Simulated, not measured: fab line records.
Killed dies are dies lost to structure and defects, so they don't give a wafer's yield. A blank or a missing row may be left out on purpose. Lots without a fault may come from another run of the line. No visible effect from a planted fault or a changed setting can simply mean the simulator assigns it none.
Which tool is to blame?	flow n5-finfet	Sampling: 10 lots, 29 wafers, 6 of 1938 route steps

WHAT THE GAUGES READ, wafer by wafer
N5_MOL_CONTACT_COAG_THK_MEAS_53. Usual: for VIA_MOL_THK the level is 43.8 nm and the standard deviation is 0.77.
lot	measured	on	VIA_MOL_THK (nm)	flag
L907	day 5 05:17	film-metro-01	43.6 44.9 44.6	
L908	day 5 15:31	film-metro-02	42.7 44.6 43.3	
L909	day 5 17:47	film-metro-01	43.6 43.1 43.3	
L910	day 6 00:08	film-metro-01	42.7 43.7 44.2	
L911	day 6 09:10	film-metro-02	44.2 44.6 44.5	
L912	day 6 09:57	film-metro-02	42.7 43.5 44.1	
L914	day 7 02:37	film-metro-02	44.3 44.6 44.2	
L921	day 9 00:35	film-metro-02	16.7 43.2	OFF
L926	day 10 05:39	film-metro-02	44.1 45.2 44.8	
L930	day 11 06:25	film-metro-01	43.2 43.8 42.3	

N5_MOL_CONTACT_COAG_INSPECT_97: inspects for defects (darkfield). Usual: raw-defect-count 43, standard deviation 18.
lot	measured	on	raw-defect-count	flag
L907	day 5 08:22	defect-inspect-02	66 42 27	
L908	day 5 18:35	defect-inspect-02	42 49 32	
L909	day 5 21:34	defect-inspect-01	50 44 28	
L910	day 6 03:12	defect-inspect-01	27 28 40	
L911	day 6 14:24	defect-inspect-01	37 14 37	
L912	day 6 14:23	defect-inspect-02	79 46 67	
L914	day 7 05:54	defect-inspect-02	38 54 17	
L921	day 9 03:57	defect-inspect-01	27 23	
L926	day 10 08:43	defect-inspect-02	42 32 56	
L930	day 11 12:14	defect-inspect-01	84 72 120	

N5_BEOL_M4_RC_MEAS_101. Usual: DIBL_N 36.2 mV/V, standard deviation 1.6; DIBL_P 36.1 mV/V, standard deviation 2; IOFF_N 0.16 nA/um, standard deviation 0.032; IOFF_P 0.22 nA/um, standard deviation 0.036; ION_N 672 uA/um, standard deviation 11; ION_P 463 uA/um, standard deviation 7.5; SS_N 71.4 mV/dec, standard deviation 0.58; SS_P 73.2 mV/dec, standard deviation 0.67; VT_N 250 mV, standard deviation 3.3; VT_P -250 mV, standard deviation 3.3.
lot	measured	on	DIBL_N (mV/V)	DIBL_P (mV/V)	IOFF_N (nA/um)	IOFF_P (nA/um)	ION_N (uA/um)	ION_P (uA/um)	SS_N (mV/dec)	SS_P (mV/dec)	VT_N (mV)	VT_P (mV)	flag
L907	day 8 04:59	prober-02	36.6 37.2 34.5	37.3 38.7 35.6	0.13 0.17 0.12	0.17 0.19 0.15	652 679 660	446 456 444	71.1 72.3 70.7	72.5 74.0 72.3	254 247 255	-257 -251 -256	
L908	day 8 07:29	prober-01	35.8 33.8 35.6	35.9 32.6 34.7	0.15 0.11 0.15	0.24 0.19 0.22	678 659 672	477 464 470	71.1 70.3 71.3	73.3 72.6 72.8	249 253 248	-246 -251 -247	
L909	day 8 11:39	prober-02	35.8 35.9 38.0	36.9 35.7 39.7	0.15 0.15 0.19	0.22 0.19 0.27	678 664 675	470 457 469	71.6 71.4 72.2	73.6 72.8 74.3	248 249 249	-250 -252 -249	
L910	day 8 13:38	prober-02	36.3 37.3 37.1	35.6 37.0 36.1	0.16 0.18 0.16	0.23 0.25 0.22	683 680 680	474 465 472	71.8 71.7 71.6	73.3 73.5 73.8	247 247 248	-250 -246 -250	
L911	day 9 05:44	prober-01	38.3 35.9 36.2	35.2 32.5 33.4	0.17 0.13 0.13	0.21 0.18 0.19	679 662 671	465 458 460	71.6 71.3 71.5	73.2 71.8 72.3	248 248 251	-249 -251 -250	
L912	day 9 08:32	prober-01	37.3 36.5 34.3	36.4 34.5 33.2	0.17 0.17 0.13	0.23 0.20 0.18	673 678 668	467 459 457	71.5 71.8 70.1	73.2 72.7 72.1	250 247 249	-247 -249 -250	
L914	day 9 21:27	prober-02	34.3 33.2 35.8	33.8 33.0 37.2	0.13 0.12 0.16	0.17 0.15 0.22	659 648 670	452 440 458	71.4 70.8 71.2	72.2 72.7 73.9	255 257 249	-256 -258 -252	
L921	day 12 15:01	prober-01	35.1 34.9	36.3 35.6	0.14 0.13	0.18 0.17	668 656	459 444	70.8 70.9	72.5 73.1	252 254	-256 -255	
L926	day 14 05:20	prober-02	35.7 35.1 36.1	34.4 34.1 35.5	0.15 0.15 0.16	0.18 0.17 0.19	675 665 679	458 449 455	71.3 71.9 71.9	73.4 73.3 73.0	250 252 249	-255 -251 -251	
L930	day 15 03:51	prober-02	38.7 36.5 34.7	39.5 37.2 35.7	0.20 0.16 0.13	0.25 0.22 0.20	694 679 661	469 470 465	72.4 72.2 71.4	73.6 73.4 72.2	244 250 252	-246 -247 -252	

WHICH TOOL RAN EACH LOT (tool, then ch and the chambers of the sampled wafers, then the start)
lot	N5_MOL_CONTACT_COAG_PECVD_31	N5_MOL_CONTACT_COAG_CMP_52	N5_BEOL_M0_SAQP_PECVD_96
L907	pecvd-02 ch 0,2, day 5 00:19	cmp-01 ch 0,1, day 5 05:02	pecvd-04 ch 0,1,2, day 5 09:13
L908	pecvd-03 ch 0,2, day 5 06:23	cmp-01 ch 2,3, day 5 15:13	pecvd-02 ch 0,1,2, day 5 19:56
L909	pecvd-04 ch 0,2, day 5 12:49	cmp-03 ch 0,1,3, day 5 17:32	pecvd-01 ch 0,1, day 5 22:25
L910	pecvd-03 ch 0,1,2, day 5 19:07	cmp-01 ch 0,1,3, day 5 23:55	pecvd-04 ch 1,2, day 6 03:44
L911	pecvd-02 ch 0,1, day 6 04:38	cmp-03 ch 0,2,3, day 6 08:58	pecvd-02 ch 1,2, day 6 16:44
L912	pecvd-04 ch 1,2, day 6 05:18	cmp-03 ch 0,1,3, day 6 09:44	pecvd-04 ch 0,2, day 6 16:46
L914	pecvd-03 ch 0,1, day 6 22:58	cmp-01 ch 2,3, day 7 02:19	pecvd-01 ch 0,2, day 7 07:33
L921	pecvd-04 ch 2, day 8 20:00	cmp-04 ch 0,2, day 9 00:24	pecvd-01 ch 0,2, day 9 04:43
L926	pecvd-02 ch 0,1,2, day 10 00:23	cmp-04 ch 0,3, day 10 05:23	pecvd-04 ch 1,2, day 10 12:31
L930	pecvd-03 ch 1,2, day 11 03:05	cmp-03 ch 0,1,2, day 11 06:13	pecvd-01 ch 0,1,2, day 11 14:26
- N5_MOL_CONTACT_COAG_PECVD_31: deposits SiO2 from TEOS/O2, target thk 46 nm, time 8.9 s.
- N5_MOL_CONTACT_COAG_CMP_52: polishes, stops on SiO2, t overpolish 1.5 s, target thk 66.5 nm.
- N5_BEOL_M0_SAQP_PECVD_96: deposits a-Si from SiH4/He, target thk 45 nm, time 45.2 s.

WHAT THE TOOLS THEMSELVES READ (means of the sampled wafers that have a number; where no wafer has one, the mark that the record gives instead)
N5_MOL_CONTACT_COAG_CMP_52. Usual: head-pressure-psi 3.999 psi, standard deviation 0.0092; motor-current-A 11.9 A, standard deviation 1.1; slurry-filter-dp-kPa 13.49 kPa, standard deviation 0.14.
lot	tool	head-pressure-psi (psi)	motor-current-A (A)	slurry-filter-dp-kPa (kPa)	flag
L907	cmp-01	4.012	11.7	13.43	
L908	cmp-01	4.001	12.4	13.54	
L909	cmp-03	4.006	11.5	13.49	
L910	cmp-01	4.000	12.1	13.49	
L911	cmp-03	4.006	12.0	13.42	
L912	cmp-03	4.011	11.4	13.53	
L914	cmp-01	3.987	11.9	13.61	
L921	cmp-04	3.990	11.6	13.47	
L926	cmp-04	3.997	13.1	13.45	
L930	cmp-03	4.009	12.1	13.50	

N5_BEOL_M0_SAQP_PECVD_96. Usual: heater-power-w 645 W, standard deviation 43; showerhead-plenum-p-Torr 5.66 Torr, standard deviation 0.05; throttle-valve-pct 18.6 %, standard deviation 1.7.
lot	tool	heater-power-w (W)	showerhead-plenum-p-Torr (Torr)	throttle-valve-pct (%)	flag
L907	pecvd-04	625	5.65	18.9	
L908	pecvd-02	657	5.67	18.8	
L909	pecvd-01	640	5.71	18.3	
L910	pecvd-04	645	5.64	17.9	
L911	pecvd-02	664	5.72	18.4	
L912	pecvd-04	607	5.64	20.1	
L914	pecvd-01	655	5.71	18.3	
L921	pecvd-01	610	5.73	18.8	
L926	pecvd-04	645	5.64	17.9	
L930	pecvd-01	654	5.69	17.3	

THE ANSWER, worked out from the rows above alone
Rule: lot off if the mean of its wafers having a number is beyond 3 standard deviations from the usual mean. A lot without any number at a reading at which 4 lots or more have one is off too. All remaining lots with rows at the step are treated as sound. The gauges are gone through in route order, then the tools' own readings, and for those a lot's mean is taken as printed above. At the first step where some lot is off, the reading lying furthest off is the one used; lots without a number count as furthest.
Off: L921, at N5_MOL_CONTACT_COAG_THK_MEAS_53 (VIA_MOL_THK).
A tool fits if, at a process step before that reading, it ran every lot that is off, and no sound lot after the first of them. Those tools and the gauges at N5_MOL_CONTACT_COAG_THK_MEAS_53 are tried in the same way. One fits: N5_MOL_CONTACT_COAG_PECVD_31 on pecvd-04. A fault onset in the window from L912 (day 6 05:18, its last sound lot) to L921 (day 8 20:00, its first lot off) fits.

WHAT HAD BEEN PUT IN BY THE SIMULATOR
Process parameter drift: pecvd-04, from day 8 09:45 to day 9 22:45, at N5_MOL_CONTACT_COAG_PECVD_31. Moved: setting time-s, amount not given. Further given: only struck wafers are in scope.
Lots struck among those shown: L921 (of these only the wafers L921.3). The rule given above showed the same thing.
